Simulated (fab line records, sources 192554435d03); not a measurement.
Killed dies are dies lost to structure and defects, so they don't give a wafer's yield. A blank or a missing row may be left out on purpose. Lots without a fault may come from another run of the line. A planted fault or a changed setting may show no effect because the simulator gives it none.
A struck lot beside a sound one | flow n5_finfet | 38 steps out of a route of 1938
Sound: wafers L394.1, L394.2, L394.4. Struck: wafers L393.2, L393.4, L393.5. The cause comes at the end.
At each step with rows: each side's tool, then ch and its chambers, then its first start. Under that, the readings that differ: sound wafers | struck wafers | difference of the means | sigmas: that difference in standard deviations of wafers without a fault.
alike: readings whose means differ by less than 2 such deviations, and words and numbers that are the same on both sides. not compared: withheld readings, readings that some wafer has no value for, bounds like >300 that may hide the same value, and numbers for which the record gives no deviation and whose values overlap.
The two part at a step that has a row with sigmas, a row that says differs or no value, or rows on one side only. Numbers that don't overlap but have no deviation are shown without sigmas and don't part them. A reading that every wafer of one side lacks parts them only if that side has two wafers or more.

first, 11 steps without rows for these wafers: N5_BEOL_M0_SAQP_ETCH_102 (etches SiO2 in CF4, target depth 4 nm, time 4.4 s); N5_BEOL_M0_SAQP_MANDREL_ETCH_103 (etches a-Si in HBr/Cl2, stops on SiCN, target depth 45 nm, bt time 10 s, time 27 s); N5_BEOL_M0_SAQP_RECESS_104 (chemistry HF/NH3, target SiO2, target depth 18 nm, afs cycles 3, sublimation time 60 s); N5_BEOL_M0_SAQP_COAT_105 (time 60 s, resist thk 100 nm); N5_BEOL_M0_SAQP_ETCH_106 (etches SOC in N2/H2, stops on SiNx, target depth 150 nm); N5_BEOL_M0_SAQP_ETCH_107 (etches SiNx in CH3F/O2, target depth 30 nm); N5_BEOL_M0_SAQP_STRIP_108 (strips in N2/H2); N5_BEOL_M0_SAQP_RECESS_109 (chemistry HF/NH3, target SiO2, target depth 3 nm, afs cycles 1, sublimation time 60 s); N5_BEOL_M0_SAQP_SPACER2_ALD_26 (deposits SiO2, target thk 15 nm, pulse time 1 s, purge time 2 s); N5_BEOL_M0_SAQP_SPACER2_ETCHBACK_27 (etches SiO2 in CHF3/O2, target depth 22.5 nm, time 11.25 s); N5_BEOL_M0_SAQP_MANDREL2_REMOVE_110 (chemistry HBr/Cl2/O2, target a-Si, stops on SiCN, bt time 10 s).
N5_BEOL_M0_SAQP_COAT_69: time 60 s, resist thk 90 nm.
  sound on litho_track-05 ch 0, day 10 08:56; struck on litho_track-02 ch 0, day 10 01:58
  reading                                       | sound                | struck               | difference | sigmas
  spin_speed_rpm (rpm)                          | 1498.4 1498.4 1499.3 | 1299.2 1298.0 1298.7 | -200.1     | -99 or more
  model.SOC_of_BEOL_M0_SAQP_COAT_69.thk_nm (nm) | 90.6 90.2 90.4       | 96.6 96.8 97         | +6.4       |
  alike: heater_power_total_W, plate_temp_C
then, 15 steps without rows for these wafers: N5_BEOL_M0_SAQP_COAT_72 (time 60 s, resist thk 15 nm); N5_BEOL_M0_SAQP_COAT_87 (time 60 s, resist thk 5 nm); N5_BEOL_M0_SAQP_COAT_34 (resist thk 30 nm); N5_BEOL_M0_SAQP_EBR_36; N5_BEOL_M0_SAQP_SOFTBAKE_35 (time 60 s); N5_BEOL_M0_SAQP_EXPOSE_37 (exposes mask M0 CUT1, target cd 30 nm); N5_BEOL_M0_SAQP_PEB_38 (peb time 60 s); N5_BEOL_M0_SAQP_DEVELOP_39 (develop time 30 s); N5_BEOL_M0_SAQP_DESCUM_45 (chemistry O2, time 7 s); N5_BEOL_M0_SAQP_ETCH_88 (etches underlayer in N2/H2, target depth 6.5 nm, time 5.2 s); N5_BEOL_M0_SAQP_ETCH_73 (etches SiARC in CF4, target depth 19.5 nm, time 32.5 s); N5_BEOL_M0_SAQP_CUT_ETCH_46 (etches SOC in N2/H2, target depth 135 nm, overetch 27 nm, time 202.5 s); N5_BEOL_M0_SAQP_STRIP_74 (strips in N2/H2); N5_BEOL_M0_SAQP_STRIP_89 (strips in N2/H2); N5_BEOL_M0_SAQP_ALD_48 (deposits SiO2, target thk 20 nm, pulse time 1 s, co reactant pulse time 1 s).
N5_BEOL_M0_SAQP_ETCH_49: etches SiO2 in CF4/O2, target depth 37 nm.
  sound on rie_diel-05 ch 1,2,3, day 10 10:16; struck on rie_diel-05 ch 2,3, day 10 03:17
  reading                                       | sound        | struck       | difference | sigmas
  model.SOC_of_BEOL_M0_SAQP_COAT_69.thk_nm (nm) | 71.2 70.6 71 | 77 77.2 77.4 | +6         |
  alike: drypump_motor_current_A, oes_product_au, rf_fwd_power_W, rf_vpp_V, showerhead_plenum_p_Torr, throttle_valve_pct
  not compared: rf_hours_counter_h
then, 8 steps without rows for these wafers: N5_BEOL_M0_SAQP_STRIP_75 (strips in CF4); N5_BEOL_M0_CUTY_COAT_50 (time 60 s, resist thk 15 nm); N5_BEOL_M0_CUTY_COAT_51 (resist thk 150 nm); N5_BEOL_M0_CUTY_EBR_52; N5_BEOL_M0_CUTY_SOFTBAKE_53 (time 60 s); N5_BEOL_M0_CUTY_EXPOSE_54 (exposes mask M0 ABLK); N5_BEOL_M0_CUTY_PEB_55 (peb time 60 s); N5_BEOL_M0_CUTY_DEVELOP_56 (develop time 30 s).
N5_BEOL_M0_CUTY_ETCH_63: etches SOC in N2/H2, target depth 82.7 nm, overetch 16.5 nm, time 124 s.
  sound on rie_diel-02 ch 0,1,3, day 10 10:58; struck on rie_diel-06 ch 0,1,3, day 10 04:31
  reading                  | sound             | struck            | difference | sigmas
  model.etch.depth_nm (nm) | 71.21 70.68 70.92 | 76.95 77.23 77.36 | +6.24      |
  alike: drypump_motor_current_A, h2_flow_sccm, n2_flow_sccm, oes_product_au, rf_fwd_power_W, rf_vpp_V, showerhead_plenum_p_Torr, throttle_valve_pct
  not compared: rf_hours_counter_h
-- the record jumps here: 4 days lie between the struck wafers' starts before and after (it left off in module BEOL_M0_CUTY and takes up again in module BEOL_M4, whose first step shown is number 1111 of the route) --
N5_BEOL_M4_RC_MEAS_101:
  sound on prober-02 ch 0, day 14 05:03; struck on prober-02 ch 0, day 14 11:38
  reading   | sound          | struck         | difference | sigmas
  VT_P (mV) | -256 -254 -259 | -245 -246 -249 | +10        | +3
  alike: DIBL_N, DIBL_P, IOFF_N, IOFF_P, ION_N, ION_P, SS_N, SS_P, VT_N

WHERE THEY PART
First at N5_BEOL_M0_SAQP_COAT_69; last, within this record, at N5_BEOL_M4_RC_MEAS_101.

WHY: what the simulator had put in
Process parameter drift: litho_track-02, from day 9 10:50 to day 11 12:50, at N5_BEOL_M0_SAQP_COAT_69. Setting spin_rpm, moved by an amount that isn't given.
